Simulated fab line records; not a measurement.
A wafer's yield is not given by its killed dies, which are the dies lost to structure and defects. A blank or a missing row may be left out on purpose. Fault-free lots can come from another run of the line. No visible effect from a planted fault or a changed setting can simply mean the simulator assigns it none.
Which of the tools did it? || flow nand-harc || 6 lots with 18 wafers sampled at 2 steps, on a route of 1159 steps

WHAT EACH GAUGE READ, for each wafer
NHARC_A_WL_FILL_INSPECT_15.
{"lot": "L354", "measured": "day 16 17:17", "on": "defect-inspect-01", "raw-defect-count": "369 311 398"}
{"lot": "L352", "measured": "day 16 22:40", "on": "defect-inspect-01", "raw-defect-count": "228 336 368"}
{"lot": "L363", "measured": "day 19 01:11", "on": "defect-inspect-02", "raw-defect-count": "346 427 354"}
{"lot": "L369", "measured": "day 20 07:18", "on": "defect-inspect-02", "raw-defect-count": "682 422 543"}
{"lot": "L370", "measured": "day 20 15:57", "on": "defect-inspect-02", "raw-defect-count": "436 361 494"}
{"lot": "L373", "measured": "day 21 08:40", "on": "defect-inspect-02", "raw-defect-count": "474 388 769"}

WHAT TOOL EACH LOT RAN ON (gives the tool, then ch and the chambers of the sampled wafers, and finally the start)
{"lot": "L354", "NHARC_A_WL_FILL_ETCHBACK_17": "rie-metal-02 ch 0,1, day 16 03:28"}
{"lot": "L352", "NHARC_A_WL_FILL_ETCHBACK_17": "rie-metal-03 ch 0, day 16 08:06"}
{"lot": "L363", "NHARC_A_WL_FILL_ETCHBACK_17": "rie-metal-02 ch 0,1, day 18 13:43"}
{"lot": "L369", "NHARC_A_WL_FILL_ETCHBACK_17": "rie-metal-01 ch 1, day 19 18:00"}
{"lot": "L370", "NHARC_A_WL_FILL_ETCHBACK_17": "rie-metal-01 ch 0,1, day 20 03:14"}
{"lot": "L373", "NHARC_A_WL_FILL_ETCHBACK_17": "rie-metal-02 ch 0,1, day 20 20:31"}
- NHARC_A_WL_FILL_ETCHBACK_17: etches the open film in Cl2/BCl3, target depth 4 nm, time 26.7 s.

THE ANSWER, worked out from the rows above alone
Rule: what is usual is taken from the lots themselves. The widest of any qualifying gaps counts: lots, ordered by their means at a reading, are off when they make up no more than a third of the lots, leave a main group of 4 or more, and stand apart from it by 3 or more times the standard deviation of that group's means. The tables above print the reading to a certain number of digits; a main group whose means all agree to those digits is not used. A lot without any number at a reading at which 4 lots or more have one is off too. All remaining lots with rows at the step are treated as sound.
Across all readings shown, no lot is off: no conclusion can be drawn from this.

WHAT THE SIMULATOR PUT IN
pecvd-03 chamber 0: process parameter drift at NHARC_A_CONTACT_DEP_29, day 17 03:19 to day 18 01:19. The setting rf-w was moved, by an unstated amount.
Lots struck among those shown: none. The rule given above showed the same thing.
